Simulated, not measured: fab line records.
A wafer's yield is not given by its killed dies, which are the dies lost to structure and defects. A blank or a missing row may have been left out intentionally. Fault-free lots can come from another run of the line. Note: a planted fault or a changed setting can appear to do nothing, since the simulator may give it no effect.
Which of the tools did it? | flow nand_harc | 13 lots, 39 wafers sampled, at 5 steps of a route of 1159

WHAT EACH GAUGE READ, for each wafer
NHARC_A_CHANNEL_HOLE_D1_OVL_MEAS_11. Usual: overlay_x_nm 0.0 nm, standard deviation 0.87; overlay_y_nm 0.1 nm, standard deviation 0.82.
lot  | measured     | on         | overlay_x_nm (nm) | overlay_y_nm (nm) | flag
L975 | day 8 14:34  | overlay-02 | 0.5 0.7 0.2       | 0.1 0.6 0.3       |
L977 | day 8 21:26  | overlay-02 | -0.2 -0.2 -0.1    | 0.4 -0.1 -0.2     |
L982 | day 10 02:08 | overlay-01 | 0.7 0.4 0.2       | -0.9 -1.3 -1.4    |
L983 | day 10 03:45 | overlay-01 | -0.4 0.0 -0.1     | -0.5 0.1 0.2      |
L984 | day 10 20:57 | overlay-01 | 0.5 -0.5 0.2      | 1.2 1.5 1.3       |
L987 | day 11 10:39 | overlay-02 | -0.4 -0.8 -1.0    | -1.5 -0.9 -1.5    |
L988 | day 12 02:13 | overlay-01 | -0.7 -0.4 -0.4    | 0.3 0.2 1.5       |
L989 | day 12 02:32 | overlay-01 | -0.2 -0.2 0.1     | 1.2 0.6 1.3       |
L990 | day 12 05:39 | overlay-02 | 1.2 0.4 0.4       | 0.2 0.3 0.3       |
L992 | day 12 06:01 | overlay-02 | 1.2 1.2 0.7       | -1.9 -1.1 -1.0    |
L993 | day 12 17:23 | overlay-02 | 1.1 1.3 1.4       | -0.2 -1.7 -1.3    |
L994 | day 13 03:19 | overlay-01 | 1.6 1.0 1.3       | 0.1 0.6 0.7       |
L996 | day 13 19:43 | overlay-02 | -0.2 -0.5 -0.5    | 0.6 1.1 1.2       |

NHARC_A_CHANNEL_HOLE_D1_INSPECT_12. Usual: raw_defect_count reads 5.9 (standard deviation 3).
lot  | measured     | on                | raw_defect_count | flag
L975 | day 8 14:36  | defect_inspect-01 | 2 8 6            |
L977 | day 8 21:28  | defect_inspect-01 | 5 9 10           |
L982 | day 10 02:10 | defect_inspect-01 | 8 14 7           |
L983 | day 10 03:47 | defect_inspect-01 | 4 4 3            |
L984 | day 10 20:59 | defect_inspect-02 | 5 1 10           |
L987 | day 11 10:41 | defect_inspect-02 | 4 8 7            |
L988 | day 12 02:15 | defect_inspect-02 | 6 4 3            |
L989 | day 12 02:34 | defect_inspect-02 | 7 7 3            |
L990 | day 12 05:41 | defect_inspect-02 | 13 7 3           |
L992 | day 12 06:03 | defect_inspect-02 | 5 3 7            |
L993 | day 12 17:25 | defect_inspect-02 | 8 7 2            |
L994 | day 13 03:20 | defect_inspect-02 | 7 2 5            |
L996 | day 13 19:45 | defect_inspect-01 | 11 9 7           |

NHARC_END_SORT_01. Usual: killed_at_array 28, standard deviation 11; killed_at_other 0.8, standard deviation 1.3; killed_at_periphery 3.6, standard deviation 2.5; killed_dies 32, standard deviation 11; killed_open 3.0, standard deviation 1.8; killed_short 2.0, standard deviation 1.5.
lot  | measured     | on        | killed_at_array | killed_at_other | killed_at_periphery | killed_dies | killed_open | killed_short | flag
L975 | day 20 06:28 | prober-02 | 26 26 24        | 0 0 0           | 1 4 1               | 27 30 25    | 1 1 1       | 1 3 1        |
L977 | day 21 06:43 | prober-02 | 15 15 11        | 0 0 0           | 4 5 4               | 19 20 15    | 2 4 2       | 2 1 1        |
L982 | day 21 22:28 | prober-01 | 22 18 26        | 1 0 0           | 3 6 5               | 26 24 31    | 1 2 3       | 0 3 2        |
L983 | day 21 22:17 | prober-02 | 35 36 37        | 5 0 0           | 9 6 9               | 49 42 46    | 8 5 4       | 0 1 2        |
L984 | day 22 05:19 | prober-02 | 33 24 27        | 0 0 0           | 1 3 4               | 34 27 31    | 3 3 2       | 2 2 2        |
L987 | day 22 12:20 | prober-02 | 37 33 26        | 0 0 0           | 1 0 1               | 38 33 27    | 2 0 2       | 3 2 0        |
L988 | day 22 21:02 | prober-02 | 673 674 674     | 0 0 1           | 4 3 2               | 677 677 677 | 2 5 3       | 1 5 1        | OFF
L989 | day 23 12:03 | prober-01 | 673             | 0               | 4                   | 677         | 4           | 7            | OFF
L990 | day 23 03:59 | prober-01 | 672             | 0               | 5                   | 677         | 6           | 0            | OFF
L992 | day 23 12:02 | prober-02 | 25 20 7         | 4 1 4           | 8 11 8              | 37 32 19    | 9 2 2       | 1 0 2        |
L993 | day 23 19:44 | prober-02 | 46 38 44        | 2 4 4           | 6 7 6               | 54 49 54    | 4 2 5       | 5 4 1        |
L994 | day 23 19:52 | prober-01 | 41 33 36        | 2 1 2           | 3 1 1               | 46 35 39    | 2 1 0       | 2 2 2        |
L996 | day 24 18:07 | prober-01 | 31 17 26        | 0 0 0           | 2 4 3               | 33 21 29    | 4 4 8       | 3 2 0        |

EACH LOT AND THE TOOL THAT RAN IT (in order: tool; ch and the chambers of the sampled wafers; start)
lot  | NHARC_A_CHANNEL_HOLE_D1_ETCH_21  | NHARC_A_CHANNEL_HOLE_D1_ETCH_33
L975 | har_etch-02 ch 0,1, day 8 16:21  | har_etch-02 ch 0,1, day 8 19:51
L977 | har_etch-02 ch 0,1, day 8 23:17  | har_etch-02 ch 0,1, day 9 02:46
L982 | har_etch-02 ch 0,1, day 10 04:00 | har_etch-02 ch 0,1, day 10 07:27
L983 | har_etch-01 ch 0,1, day 10 05:36 | har_etch-01 ch 0,1, day 10 09:05
L984 | har_etch-02 ch 0,1, day 10 22:53 | har_etch-02 ch 0,1, day 11 02:28
L987 | har_etch-02 ch 0,1, day 11 12:34 | har_etch-02 ch 0,1, day 11 16:06
L988 | har_etch-01 ch 0,1, day 12 04:00 | har_etch-01 ch 0,1, day 12 07:29
L989 | har_etch-02 ch 0,1, day 12 04:16 | har_etch-02 ch 0,1, day 12 07:50
L990 | har_etch-01 ch 0,1, day 12 08:05 | har_etch-01 ch 0,1, day 12 11:37
L992 | har_etch-02 ch 0,1, day 12 08:26 | har_etch-02 ch 0,1, day 12 11:59
L993 | har_etch-01 ch 0,1, day 12 19:29 | har_etch-01 ch 0,1, day 12 23:02
L994 | har_etch-02 ch 0,1, day 13 05:05 | har_etch-02 ch 0,1, day 13 08:33
L996 | har_etch-02 ch 0,1, day 13 21:29 | har_etch-02 ch 0,1, day 14 00:59
- NHARC_A_CHANNEL_HOLE_D1_ETCH_21: etches the open film in C4F8/O2/Ar, time 514.3 s, target depth 1600 nm.
- NHARC_A_CHANNEL_HOLE_D1_ETCH_33: etches the open film in C4F8/O2/Ar, time 90 s, target depth 400 nm.

AS READ BY THE TOOLS THEMSELVES (means over the sampled wafers that have a number; for cases with no such wafer, the mark the record gives instead)
NHARC_A_CHANNEL_HOLE_D1_ETCH_21. Usual: c4f8_flow_sccm 89.26 sccm, standard deviation 0.25; chamber_pressure_mTorr 20.001 mTorr, standard deviation 0.018; drypump_motor_current_A 5.67 A, standard deviation 0.13; mfc_ar_sccm 375.2 sccm, standard deviation 1.2; showerhead_plenum_p_Torr 3.73 Torr, standard deviation 0.095; throttle_valve_pct 32.156 %, standard deviation 0.0092.
lot  | tool        | c4f8_flow_sccm (sccm) | chamber_pressure_mTorr (mTorr) | drypump_motor_current_A (A) | mfc_ar_sccm (sccm) | showerhead_plenum_p_Torr (Torr) | throttle_valve_pct (%) | flag
L975 | har_etch-02 | 89.10                 | 19.997                         | 5.77                        | 375.7              | 3.79                            | 32.156                 |
L977 | har_etch-02 | 89.10                 | 19.984                         | 5.76                        | 374.7              | 3.71                            | 32.151                 |
L982 | har_etch-02 | 89.42                 | 20.009                         | 5.74                        | 375.6              | 3.70                            | 32.161                 |
L983 | har_etch-01 | 89.27                 | 20.013                         | 5.57                        | 375.8              | 3.75                            | 32.156                 |
L984 | har_etch-02 | 88.87                 | 20.016                         | 5.78                        | 374.8              | 3.77                            | 32.156                 |
L987 | har_etch-02 | 89.44                 | 19.985                         | 5.80                        | 376.1              | 3.77                            | 32.155                 |
L988 | har_etch-01 | 89.29                 | 20.003                         | 5.54                        | 373.6              | 3.71                            | 32.158                 |
L989 | har_etch-02 | 89.00                 | 20.005                         | 5.79                        | 373.9              | 3.77                            | 32.155                 |
L990 | har_etch-01 | 89.22                 | 19.994                         | 5.49                        | 375.2              | 3.70                            | 32.162                 |
L992 | har_etch-02 | 89.21                 | 20.004                         | 5.74                        | 375.4              | 3.69                            | 32.146                 |
L993 | har_etch-01 | 89.10                 | 20.021                         | 5.51                        | 375.7              | 3.70                            | 32.167                 |
L994 | har_etch-02 | 89.32                 | 19.998                         | 5.76                        | 374.6              | 3.68                            | 32.150                 |
L996 | har_etch-02 | 89.27                 | 20.014                         | 5.76                        | 375.7              | 3.68                            | 32.154                 |

NHARC_A_CHANNEL_HOLE_D1_ETCH_33. Usual: bias_v 400 V, standard deviation 3.6; c4f8_flow_sccm 41.68 sccm, standard deviation 0.13; drypump_motor_current_A 5.67 A, standard deviation 0.14; mfc_ar_sccm 375.0 sccm, standard deviation 1.1; showerhead_plenum_p_Torr 3.77 Torr, standard deviation 0.098; throttle_valve_pct 27.619 %, standard deviation 0.0092.
lot  | tool        | bias_v (V) | c4f8_flow_sccm (sccm) | drypump_motor_current_A (A) | mfc_ar_sccm (sccm) | showerhead_plenum_p_Torr (Torr) | throttle_valve_pct (%) | flag
L975 | har_etch-02 | 399        | 41.80                 | 5.79                        | 375.6              | 3.83                            | 27.612                 |
L977 | har_etch-02 | 399        | 41.57                 | 5.75                        | 376.4              | 3.74                            | 27.617                 |
L982 | har_etch-02 | 403        | 41.73                 | 5.76                        | 374.8              | 3.74                            | 27.610                 |
L983 | har_etch-01 | 399        | 41.62                 | 5.57                        | 375.3              | 3.79                            | 27.620                 |
L984 | har_etch-02 | 398        | 41.83                 | 5.79                        | 375.9              | 3.82                            | 27.615                 |
L987 | har_etch-02 | 399        | 41.61                 | 5.81                        | 374.2              | 3.81                            | 27.621                 |
L988 | har_etch-01 | -          | -                     | -                           | -                  | -                               | -                      | OFF
L989 | har_etch-02 | -          | -                     | -                           | -                  | -                               | -                      | OFF
L990 | har_etch-01 | -          | -                     | -                           | -                  | -                               | -                      | OFF
L992 | har_etch-02 | 399        | 41.77                 | 5.75                        | 375.3              | 3.72                            | 27.622                 |
L993 | har_etch-01 | 400        | 41.67                 | 5.51                        | 375.4              | 3.74                            | 27.616                 |
L994 | har_etch-02 | 398        | 41.64                 | 5.75                        | 374.8              | 3.72                            | 27.614                 |
L996 | har_etch-02 | 399        | 41.72                 | 5.76                        | 375.2              | 3.71                            | 27.616                 |

THE ANSWER, worked out from the rows above alone
Rule: lot off if the mean of its wafers having a number is beyond 3 standard deviations from the usual mean. A lot without any number at a reading at which 4 lots or more have one is off too. The other lots that the step has rows for count as sound. The gauges are gone through in route order, then the tools' own readings, and for those a lot's mean is taken as printed above. The first step at which some lot is off is used, and at that step the reading that is off furthest; a lot without a number counts as furthest.
Off: L988, L989, L990 (NHARC_END_SORT_01, killed_at_array).
If a tool, at a process step before that reading, ran all the lots that are off and no sound lot after the first of them, it fits. The gauges at NHARC_END_SORT_01 aren't tried: what is off there is off at NHARC_A_CHANNEL_HOLE_D1_ETCH_33 too, on other tools, and a gauge's error can't cause that. Not one of the candidates tried fits.

WHAT THE SIMULATOR HAD PUT IN
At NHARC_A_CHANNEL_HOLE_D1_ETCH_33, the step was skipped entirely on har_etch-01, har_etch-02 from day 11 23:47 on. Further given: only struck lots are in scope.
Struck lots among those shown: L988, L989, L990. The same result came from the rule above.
